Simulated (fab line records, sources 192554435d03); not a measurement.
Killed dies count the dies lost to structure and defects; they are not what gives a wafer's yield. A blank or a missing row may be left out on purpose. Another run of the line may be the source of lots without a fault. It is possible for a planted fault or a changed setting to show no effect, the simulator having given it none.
fab line records	flow n5Finfet
record lots=7	wafers=21
route steps=1938 shown HKMG_FIN@434 MOL_CONTACT_COAG@535 BEOL_M0_SAQP@671 BEOL_M0@748 BEOL_M1@751 BEOL_M2@867
startH: hours from the record's opening day to when the first of the lot's shown wafers began	waitH: hours since the lot's step before	" repeats the value in the row above	L1.1+2: several wafers, shown together as one row	- no value, or no start given	* or withheld: withheld	< > ~ a bound
route shown NAME@n: a module of which the file shows steps, and the number in the route of the first	usual: average and standard deviation across the fault-free wafers	same: alike in all rows	chamber/n: place in a boat	sites: per-site readings	_std_site: their standard deviation	_edge_site: mean of outer sites minus mean of inner sites	radiusMm: how far each site lies from the wafer's centre	mask NAME#n: copy n	behind: the most recent tool/chamber to have shaped the wafer	hold: what put the lot on hold/how long, in hours/how the hold closed	device: transistor that didn't switch, given as n, p or np	end of line: the route-end tests of the same wafers	a step with no rows: only its recipe	killed: dies that structure and defects cost at the first sort, which is not the same as the wafer's yield	map: a wafer's dies, x killed, . not, _ none there
set.NAME: the setting the step ran with; set.NAME@STEP: the setting that earlier step ran with	model.NAME: the simulator's own value behind a step, which no gauge read
lots run with intentionally changed settings; tables by step, rows by wafer
## steps
# step N5_HKMG_FIN_ETCH_31
# recipe chemistry=CF4	target=SiARC	targetDepthA=455	maskMaterial=CAR-ArF	timeS=75.8	ionEnergyEv=80	pressureMtorr=40	sourceW=545	biasW=36	Ar_flow_sccm=100	cf4FlowSccm=100	ends=cleared
# usual rfVppV=184.2/1.1
lot.wafer	tool	chamber	startH	waitH	set.biasW	set.timeS@HKMG_FIN_DESCUM_17	rfVppV	model.CAR-ArF_of_HKMG_FIN_COAT_06.thkNm
L078.1	rieDiel-05	3	103.69	0.0	36	8.848	185.3	50
L078.2	"	2	"	"	36	7.9	182.8	50.8
L078.6	"	1	"	"	36	8.848	183.5	49.8
L079.3	rieDiel-05	2	107.72	0.0	36	9.176	185.0	50.2
L079.4	"	0	"	"	36	9.176	183.7	50.2
L079.5	"	1	"	"	36	9.176	183.9	50.2
L087.3	rieDiel-03	0	160.38	0.0	36	7.9	184.1	51
L087.4	"	1	"	"	36	7.9	184.4	51
L087.6	"	2	"	"	36	7.9	183.9	50.8
L088.4	rieDiel-03	0	162.56	0.0	31.72	6.154	169.6	51.8
L088.5	"	3	"	"	36	7.9	182.3	50.8
L088.6	"	0	"	"	31.72	7.9	169.4	50.8
L091.1	rieDiel-05	1	179.68	0.0	31.49	7.9	169.3	50.6
L091.3	"	2	"	"	36	6.222	184.0	52
L091.4	"	0	"	"	36	7.9	183.8	50.8
L093.1	rieDiel-05	0	192.06	0.0	36	7.9	183.5	51.4
L093.3	"	2	"	"	32.07	7.9	171.3	51.2
L093.4	"	3	"	"	32.07	6.458	169.6	52.2
L097.2	rieDiel-03	1	212.05	0.0	36	7.9	186.0	50.8
L097.4	"	2	"	"	41.21	7.9	201.1	50.6
L097.5	"	0	"	"	41.21	7.9	199.1	50.6
# step N5_MOL_CONTACT_COAG_CONTACT_ETCH_14
# recipe chemistry=C4F6/O2	target=SiO2	targetDepthA=275	overetchA=85	maskMaterial=SOC	pressureMtorr=30	sourceW=370	biasW=185	Ar_flow_sccm=300	C4F6_flow_sccm=16	O2_flow_sccm=10	timeS=20	ionEnergyEv=259.6
# usual rfVppV=693.4/2.9
lot.wafer	tool	chamber	startH	waitH	set.sourceW	rfVppV
L078.1	rieDiel-05	2	115.97	0.0	370	691.6
L078.2	"	1	"	"	370	691.9
L078.6	"	3	"	"	398.8	680.4
L079.3	rieDiel-05	2	121.80	0.0	370	693.1
L079.4	"	3	"	"	370	692.0
L079.5	"	1	"	"	370	690.4
L087.3	rieDiel-05	1	173.26	0.0	370	692.6
L087.4	"	2	"	"	370	691.4
L087.6	"	1	"	"	370	690.4
L088.4	rieDiel-05	1	175.41	0.0	370	691.9
L088.5	"	3	"	"	370	692.4
L088.6	"	2	"	"	370	691.6
L091.1	rieDiel-03	2	192.50	0.0	370	694.9
L091.3	"	0	"	"	370	691.1
L091.4	"	3	"	"	303.4	730.8
L093.1	rieDiel-05	0	204.20	0.0	404.4	678.0
L093.3	"	3	"	"	404.4	676.6
L093.4	"	3	"	"	370	691.8
L097.2	rieDiel-05	2	224.39	0.0	370	691.8
L097.4	"	3	"	"	370	692.5
L097.5	"	1	"	"	370	690.8
# step N5_MOL_CONTACT_COAG_ETCHBACK_135
# recipe chemistry=CHF3	target=SiO2	targetDepthA=250	timeS=16.7	ionEnergyEv=200	pressureMtorr=30	sourceW=610	biasW=170	Ar_flow_sccm=200	CHF3_flow_sccm=50
lot.wafer	tool	chamber	startH	waitH	set.timeS	model.SOC_of_MOL_CONTACT_COAG_COAT_75.thkNm
L078.1+6	rieDiel-03	1,3	125.88	0.0	16.7	57.6
L078.2	"	3	"	"	20.31	57
L079.3	rieDiel-03	0	131.62	0.0	16.7	57.2
L079.4+5	"	1,2	"	"	19.87	56.6
L087.3+4	rieDiel-01	0,3	186.04	0.0	16.7	57
L087.6	"	1	"	"	16.7	57.2
L088.4	rieDiel-05	0	189.74	0.0	16.7	57.2
L088.5	"	1	"	"	14.78	57.6
L088.6	"	2	"	"	14.78	57.8
L091.1	rieDiel-05	0	206.23	0.0	12.94	58
L091.3	"	3	"	"	16.7	57.4
L091.4	"	0	"	"	12.94	58.2
L093.1	rieDiel-03	2	213.79	0.0	16.7	57.2
L093.3	"	3	"	"	16.7	57
L093.4	"	1	"	"	16.7	57.4
L097.2+4+5	rieDiel-01	1,3,1	236.91	0.0	16.7	57.2
# step N5_MOL_CONTACT_COAG_VIA_ETCH_46
# recipe chemistry=C4F6/O2	targetDepthA=460	overetchA=92	maskMaterial=SOC	target=SiO2	biasW=455	pressureMtorr=10	timeS=40	sourceW=325	Ar_flow_sccm=300	C4F6_flow_sccm=10	O2_flow_sccm=10	ionEnergyEv=575.3	ends=endPoint
# usual rfVppV=1581/13
lot.wafer	tool	chamber	startH	waitH	set.biasW	rfVppV
L078.1	rieDiel-03	1	125.91	0.0	455	1590
L078.2	"	3	"	"	455	1576
L078.6	"	3	"	"	455	1575
L079.3	rieDiel-03	0	131.65	0.0	455	1558
L079.4	"	1	"	"	525.6	1769
L079.5	"	2	"	"	455	1588
L087.3	rieDiel-01	0	186.07	0.0	455	1601
L087.4	"	3	"	"	455	1592
L087.6	"	1	"	"	455	1574
L088.4	rieDiel-05	0	189.77	0.0	455	1579
L088.5	"	1	"	"	455	1570
L088.6	"	2	"	"	455	1564
L091.1	rieDiel-05	0	206.26	0.0	385.1	1394
L091.3	"	3	"	"	385.1	1386
L091.4	"	0	"	"	385.1	1393
L093.1	rieDiel-03	2	213.82	0.0	455	1588
L093.3	"	3	"	"	455	1575
L093.4	"	1	"	"	455	1590
L097.2	rieDiel-01	1	236.94	0.0	382.1	1380
L097.4	"	3	"	"	455	1591
L097.5	"	1	"	"	382.1	1380
# step N5_BEOL_M0_SAQP_COAT_105
# recipe resist=SOC	tempC=250	timeS=60	spinRpm=1500	resistThkNm=100
lot.wafer	tool	chamber	startH	waitH	set.spinRpm	model.SOC_of_BEOL_M0_SAQP_COAT_105.thkNm
L078.1+6	lithoTrack-01	0	136.67	0.3	1582	97.4
L078.2	"	0	"	"	1500	100
L079.3+4	lithoTrack-03	0	141.96	0.2	1639	95.8
L079.5	"	0	"	"	1639	95.2
L087.3	lithoTrack-05	0	197.90	0.2	1500	99.8
L087.4	"	0	"	"	1500	99.6
L087.6	"	0	"	"	1500	99.4
L088.4+5	lithoTrack-03	0	200.30	0.2	1372	104.4
L088.6	"	0	"	"	1500	100
L091.1	lithoTrack-03	0	220.01	0.3	1500	100
L091.3	"	0	"	"	1500	100.4
L091.4	"	0	"	"	1500	100.6
L093.1	lithoTrack-05	0	223.84	0.3	1651	95
L093.3	"	0	"	"	1500	100
L093.4	"	0	"	"	1651	95.2
L097.2+5	lithoTrack-03	0	250.41	0.3	1500	100
L097.4	"	0	"	"	1500	99.6
# step N5_BEOL_M0_DEP_125
# recipe material=SiCN	targetThkA=80	tempC=withheld	precursor=3MS/NH3	pressureTorr=3	rfW=202	timeS=14
lot.wafer	tool	chamber	startH	waitH	set.timeS	model.SiCN_of_BEOL_M0_DEP_125.thkNm
L078.1	pecvd-02	0	149.18	0.0	13.3	7.4
L078.2	"	1	"	"	13.3	7.6
L078.6	"	1	"	"	14	8
L079.3	pecvd-02	0	155.09	0.0	14.86	8.4
L079.4	"	2	"	"	14.86	8.6
L079.5	"	1	"	"	14	8.2
L087.3+4	pecvd-04	1,0	206.07	0.0	14	8
L087.6	"	0	"	"	14	8.2
L088.4+5+6	pecvd-01	1,0,2	209.07	0.0	14	8
L091.1	pecvd-04	0	231.16	0.0	14	8
L091.3+4	"	1,0	"	"	14	8.2
L093.1	pecvd-02	2	232.52	0.0	12.83	7.4
L093.3	"	0	"	"	12.83	7.2
L093.4	"	1	"	"	14	8.2
L097.2	pecvd-01	2	259.73	0.0	14	8
L097.4	"	1	"	"	16.01	9
L097.5	"	0	"	"	16.01	9.2
# step N5_BEOL_M1_ILD_DEP_00
# recipe material=SiOC	targetThkA=790	tempC=350	precursor=DEMS/O2	pressureTorr=5	rfW=500	timeS=15.3
lot.wafer	tool	chamber	startH	waitH	set.timeS	model.SiOC_of_BEOL_M1_ILD_DEP_00.thkNm
L078.1	pecvd-02	0	149.33	0.0	17.34	88.2
L078.2	"	1	"	"	15.3	78.4
L078.6	"	0	"	"	15.3	81
L079.3	pecvd-04	1	155.24	0.1	15.3	78.2
L079.4	"	0	"	"	15.3	79
L079.5	"	1	"	"	15.3	78.6
L087.3	pecvd-02	0	206.21	0.0	15.3	78.4
L087.4+6	"	1,2	"	"	15.3	79.8
L088.4	pecvd-04	1	209.20	0.1	15.3	78.6
L088.5	"	1	"	"	17.21	87.2
L088.6	"	0	"	"	15.3	78
L091.1	pecvd-03	1	231.31	0.0	15.3	77.6
L091.3	"	2	"	"	14.41	74
L091.4	"	2	"	"	14.41	75.8
L093.1	pecvd-03	1	232.65	0.0	15.3	79.4
L093.3	"	2	"	"	15.3	78.8
L093.4	"	2	"	"	15.3	80
L097.2	pecvd-04	0	259.86	0.0	16.35	82.4
L097.4	"	2	"	"	15.3	77.8
L097.5	"	1	"	"	16.35	84.2
# step N5_BEOL_M1_THK_MEAS_01
# recipe reads=SiOC_of_BEOL_M1_ILD_DEP_00
# usual M1_ILD_THK=78.7/0.97
lot.wafer	tool	chamber	startH	waitH	set.timeS@BEOL_M1_ILD_DEP_00	M1_ILD_THK[nm]
L078.1	filmMetro-02	-	149.41	0.1	17.34	88.1
L078.2	"	-	"	"	15.3	78.4
L078.6	"	-	"	"	15.3	81.0
L079.3	filmMetro-01	-	155.31	0.1	15.3	78.3
L079.4	"	-	"	"	15.3	78.9
L079.5	"	-	"	"	15.3	78.6
L087.3	filmMetro-01	-	206.28	0.1	15.3	78.3
L087.4	"	-	"	"	15.3	79.7
L087.6	"	-	"	"	15.3	79.7
L088.4	filmMetro-02	-	209.27	0.1	15.3	78.6
L088.5	"	-	"	"	17.21	87.2
L088.6	"	-	"	"	15.3	78.1
L091.1	filmMetro-02	-	231.38	0.0	15.3	77.5
L091.3	"	-	"	"	14.41	73.9
L091.4	"	-	"	"	14.41	75.8
L093.1	filmMetro-01	-	232.72	0.0	15.3	79.5
L093.3	"	-	"	"	15.3	78.8
L093.4	"	-	"	"	15.3	80.1
L097.2	filmMetro-02	-	259.93	0.1	16.35	82.4
L097.4	"	-	"	"	15.3	77.8
L097.5	"	-	"	"	16.35	84.3
# step N5_BEOL_M1_EXPOSE_25
# recipe maskId=V0	na=0.33	sourceShape=quasar	sigmaInner=0.2	sigmaOuter=0.8	polarization=unpolarized	defocusNm=5	targetCdNm=24	doseMj=63
lot.wafer	tool	chamber	startH	waitH	mask	set.doseMj
L078.1+6	euvScanner-01	0	151.51	-	V0#0	63
L078.2	"	0	"	"	V0#0	61.1
L079.3+4	euvScanner-02	0	157.52	-	V0#0	63
L079.5	"	0	"	"	V0#0	65.65
L087.3+4+6	euvScanner-01	0	207.75	-	V0#0	63
L088.4+5	euvScanner-02	0	210.94	-	V0#0	63
L088.6	"	0	"	"	V0#0	64.74
L091.1	euvScanner-01	0	232.62	-	V0#0	66.2
L091.3+4	"	0	"	"	V0#0	63
L093.1+3	euvScanner-01	0	235.23	-	V0#0	63
L093.4	"	0	"	"	V0#0	64.45
L097.2+4	euvScanner-01	0	263.26	-	V0#0	63
L097.5	"	0	"	"	V0#0	66.44
# step N5_BEOL_M1_DESCUM_33
# recipe chemistry=O2	timeS=7	sourcePowerW=50	biasPowerW=20	pressureMtorr=20	rfFrequencyHz=2.712e+07	tempC=40	resist=CAR-EUV	o2FlowSccm=225
lot.wafer	tool	chamber	startH	waitH	set.timeS	model.CAR-EUV_of_BEOL_M1_COAT_22.thkNm
L078.1+6	rieDiel-04	3	151.78	0.0	7	26
L078.2	"	1	"	"	5.742	26.6
L079.3	rieDiel-04	3	157.77	0.0	7	26
L079.4+5	"	2,3	"	"	5.679	26.8
L087.3+4+6	rieDiel-04	3,2,3	208.00	0.0	7	26
L088.4+6	rieDiel-06	2,0	211.47	0.3	7.967	25.6
L088.5	"	1	"	"	7	26.2
L091.1+4	rieDiel-06	2,0	232.89	0.0	7	26
L091.3	"	0	"	"	8.27	25.2
L093.1	rieDiel-04	0	235.50	0.0	7	26
L093.3+4	"	3,2	"	"	5.968	26.6
L097.2	rieDiel-02	2	263.52	0.0	7	26.2
L097.4+5	"	1,2	"	"	6.545	26.4
# step N5_BEOL_M1_ETCH_77
# recipe chemistry=N2/H2	target=underlayer	targetDepthA=65	maskMaterial=CAR-EUV	timeS=5.2	ionEnergyEv=200	pressureMtorr=30	sourceW=840	biasW=150	n2FlowSccm=200	h2FlowSccm=200	ends=cleared
lot.wafer	tool	chamber	startH	waitH	set.timeS@BEOL_M1_DESCUM_33	model.CAR-EUV_of_BEOL_M1_COAT_22.thkNm
L078.1+6	rieDiel-04	3	151.82	0.0	7	20.2
L078.2	"	1	"	"	5.742	20.8
L079.3	rieDiel-04	3	157.80	0.0	7	20.2
L079.4+5	"	2,3	"	"	5.679	21
L087.3+4+6	rieDiel-04	3,2,3	208.04	0.0	7	20.2
L088.4+6	rieDiel-06	2,0	211.51	0.0	7.967	19.8
L088.5	"	1	"	"	7	20.4
L091.1+4	rieDiel-06	2,0	232.92	0.0	7	20.2
L091.3	"	0	"	"	8.27	19.6
L093.1	rieDiel-04	0	235.53	0.0	7	20.4
L093.3+4	"	3,2	"	"	5.968	20.8
L097.2	rieDiel-02	2	263.55	0.0	7	20.6
L097.4	"	1	"	"	6.545	20.6
L097.5	"	2	"	"	6.545	20.8
# step N5_BEOL_M1_ETCH_69
# recipe chemistry=CF4	target=SiARC	targetDepthA=156	maskMaterial=CAR-EUV	timeS=26	ionEnergyEv=80	pressureMtorr=40	sourceW=545	biasW=36	Ar_flow_sccm=100	cf4FlowSccm=100	ends=cleared
lot.wafer	tool	chamber	startH	waitH	set.timeS@BEOL_M1_DESCUM_33	model.CAR-EUV_of_BEOL_M1_COAT_22.thkNm
L078.1+6	rieDiel-04	3	151.83	0.0	7	11
L078.2	"	1	"	"	5.742	11.6
L079.3	rieDiel-04	3	157.82	0.0	7	11
L079.4+5	"	2,3	"	"	5.679	11.8
L087.3+4	rieDiel-04	3,2	208.05	0.0	7	11
L087.6	"	3	"	"	7	10.8
L088.4+6	rieDiel-06	2,0	211.52	0.0	7.967	10.6
L088.5	"	1	"	"	7	11.2
L091.1+4	rieDiel-06	2,0	232.94	0.0	7	11
L091.3	"	0	"	"	8.27	10.4
L093.1	rieDiel-04	0	235.55	0.0	7	11
L093.3+4	"	3,2	"	"	5.968	11.6
L097.2	rieDiel-02	2	263.57	0.0	7	11.4
L097.4	"	1	"	"	6.545	11.4
L097.5	"	2	"	"	6.545	11.6
# step N5_BEOL_M1_ALD_98
# recipe material=SiO2	targetThkA=25	tempC=100	aldPrecursorFamily=BDEAS	aldCoReactant=O2-plasma	pulseTimeS=1	coReactantPulseTimeS=1	purgeTimeS=2	coReactantPurgeTimeS=2	aldCycles=17	pressureTorr=2
# step N5_BEOL_M1_ETCHBACK_99
# recipe chemistry=CHF3	target=SiO2	targetDepthA=50	timeS=10.4	sourceW=215	biasW=47	Ar_flow_sccm=200	CHF3_flow_sccm=12	ionEnergyEv=100	pressureMtorr=30
lot.wafer	tool	chamber	startH	waitH	set.timeS@BEOL_M1_DESCUM_33	model.CAR-EUV_of_BEOL_M1_COAT_22.thkNm
L078.1+6	rieDiel-06	0,1	152.84	0.7	7	10.2
L078.2	"	1	"	"	5.742	11
L079.3	rieDiel-04	0	158.28	0.1	7	10.2
L079.4	"	2	"	"	5.679	11.2
L079.5	"	1	"	"	5.679	11
L087.3+4+6	rieDiel-02	0,1,3	208.71	0.5	7	10.2
L088.4+6	rieDiel-04	0	212.21	0.6	7.967	10
L088.5	"	3	"	"	7	10.6
L091.1	rieDiel-04	1	233.58	0.3	7	10.2
L091.3	"	2	"	"	8.27	9.6
L091.4	"	3	"	"	7	10.4
L093.1	rieDiel-04	2	238.01	2.3	7	10.2
L093.3+4	"	1,0	"	"	5.968	10.8
L097.2	rieDiel-06	0	271.58	7.9	7	10.6
L097.4+5	"	3	"	"	6.545	10.8
# step N5_BEOL_M1_ETCH_70
# recipe chemistry=N2/H2	target=SOC	targetDepthA=800	overetchA=160	maskMaterial=SiARC	tempC=40	timeS=120	ionEnergyEv=200	pressureMtorr=30	sourceW=840	biasW=150	n2FlowSccm=200	h2FlowSccm=200
# step N5_BEOL_M1_STRIP_71
# recipe chemistry=N2/H2	tempC=40	n2FlowSccm=200	h2FlowSccm=200	rfFrequencyHz=6e+07
# step N5_BEOL_M1_STRIP_78
# recipe chemistry=N2/H2	tempC=40	n2FlowSccm=200	h2FlowSccm=200	rfFrequencyHz=6e+07
# step N5_BEOL_M1_VIA_ETCH_34
# recipe chemistry=C4F6/O2	targetDepthA=678	maskMaterial=SOC	pressureMtorr=15	ionEnergyEv=250	taperDeg=4	timeS=64.4	sourceW=350	biasW=170	Ar_flow_sccm=300	C4F6_flow_sccm=10	O2_flow_sccm=10
lot.wafer	tool	chamber	startH	waitH	set.doseMj@BEOL_M1_EXPOSE_25	model.BEOL_M1.cdNm
L078.1+6	rieDiel-06	0,1	152.97	0.0	63	17.8
L078.2	"	1	"	"	61.1	17
L079.3	rieDiel-04	0	158.41	0.0	63	18
L079.4	"	2	"	"	63	18.2
L079.5	"	1	"	"	65.65	18.8
L087.3+4	rieDiel-02	0,1	208.85	0.0	63	17.8
L087.6	"	3	"	"	63	17.6
L088.4	rieDiel-04	0	212.34	0.0	63	18.4
L088.5	"	3	"	"	63	18.2
L088.6	"	0	"	"	64.74	18.8
L091.1	rieDiel-04	1	233.72	0.0	66.2	19.2
L091.3	"	2	"	"	63	18.4
L091.4	"	3	"	"	63	18
L093.1	rieDiel-04	2	238.14	0.0	63	18.6
L093.3	"	1	"	"	63	18
L093.4	"	0	"	"	64.45	18.6
L097.2	rieDiel-06	0	271.72	0.0	63	18.2
L097.4	"	3	"	"	63	17.6
L097.5	"	3	"	"	66.44	19.2
# step N5_BEOL_M2_COAT_67
# recipe resist=SOC	tempC=250	timeS=60	spinRpm=1500	resistThkNm=60
lot.wafer	tool	chamber	startH	waitH	set.spinRpm	model.SOC_of_BEOL_M2_COAT_67.thkNm
L078.1+2+6	lithoTrack-01	0	160.19	0.0	1500	60.2
L079.3	lithoTrack-02	0	166.17	0.0	1500	60
L079.4+5	"	0	"	"	1500	60.2
L087.3	lithoTrack-02	0	214.61	0.0	1500	59.8
L087.4	"	0	"	"	1500	60.2
L087.6	"	0	"	"	1500	60
L088.4+6	lithoTrack-02	0	220.46	0.0	1500	59.8
L088.5	"	0	"	"	1353	63
L091.1+3	lithoTrack-02	0	240.00	0.0	1500	60
L091.4	"	0	"	"	1581	58.4
L093.1+3+4	lithoTrack-03	0	245.46	0.0	1500	60
L097.2	lithoTrack-01	0	277.11	0.0	1500	59.8
L097.4+5	"	0	"	"	1427	61.2
## key
split step=N5_HKMG_FIN_ETCH_31	setting=biasW	stated=36	by=wafer
response step=N5_HKMG_FIN_ETCH_31	reading=rfVppV	change=+1.09	per=1%	r=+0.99
split step=N5_MOL_CONTACT_COAG_CONTACT_ETCH_14	setting=sourceW	stated=370	by=wafer
response step=N5_MOL_CONTACT_COAG_CONTACT_ETCH_14	reading=rfVppV	change=-1.92	per=1%	r=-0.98
split step=N5_MOL_CONTACT_COAG_ETCHBACK_135	setting=timeS	stated=16.7	by=wafer
response step=N5_MOL_CONTACT_COAG_ETCHBACK_135	reading=model.SOC_of_MOL_CONTACT_COAG_COAT_75.thkNm	change=-0.0313	per=1%	r=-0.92
split step=N5_MOL_CONTACT_COAG_VIA_ETCH_46	setting=biasW	stated=455	by=wafer
response step=N5_MOL_CONTACT_COAG_VIA_ETCH_46	reading=rfVppV	change=+12.9	per=1%	r=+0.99
split step=N5_BEOL_M0_SAQP_COAT_105	setting=spinRpm	stated=1500	by=wafer
response step=N5_BEOL_M0_SAQP_COAT_105	reading=model.SOC_of_BEOL_M0_SAQP_COAT_105.thkNm	change=-0.495	per=1%	r=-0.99
split step=N5_BEOL_M0_DEP_125	setting=timeS	stated=14	by=wafer
response step=N5_BEOL_M0_DEP_125	reading=model.SiCN_of_BEOL_M0_DEP_125.thkNm	change=+0.0817	per=1%	r=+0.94
split step=N5_BEOL_M1_ILD_DEP_00	setting=timeS	stated=15.3	by=wafer
response step=N5_BEOL_M1_ILD_DEP_00	reading=model.SiOC_of_BEOL_M1_ILD_DEP_00.thkNm	change=+0.67	per=1%	r=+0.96
response step=N5_BEOL_M1_THK_MEAS_01	reading=M1_ILD_THK	change=+0.667	per=1%	r=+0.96
split step=N5_BEOL_M1_EXPOSE_25	setting=doseMj	stated=63	by=wafer
response step=N5_BEOL_M1_VIA_ETCH_34	reading=model.BEOL_M1.cdNm	change=+0.206	per=1%	r=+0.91
split step=N5_BEOL_M1_DESCUM_33	setting=timeS	stated=7	by=wafer
response step=N5_BEOL_M1_DESCUM_33	reading=model.CAR-EUV_of_BEOL_M1_COAT_22.thkNm	change=-0.0403	per=1%	r=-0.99
response step=N5_BEOL_M1_ETCH_77	reading=model.CAR-EUV_of_BEOL_M1_COAT_22.thkNm	change=-0.0354	per=1%	r=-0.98
response step=N5_BEOL_M1_ETCH_69	reading=model.CAR-EUV_of_BEOL_M1_COAT_22.thkNm	change=-0.0374	per=1%	r=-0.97
response step=N5_BEOL_M1_ETCHBACK_99	reading=model.CAR-EUV_of_BEOL_M1_COAT_22.thkNm	change=-0.0428	per=1%	r=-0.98
split step=N5_BEOL_M2_COAT_67	setting=spinRpm	stated=1500	by=wafer
response step=N5_BEOL_M2_COAT_67	reading=model.SOC_of_BEOL_M2_COAT_67.thkNm	change=-0.314	per=1%	r=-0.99
split outsideThisFile step=N5_HKMG_FIN_DESCUM_17 setting=timeS
# split outsideThisFile: this setting was split too, and the file shows its column; the key of that split is in another file
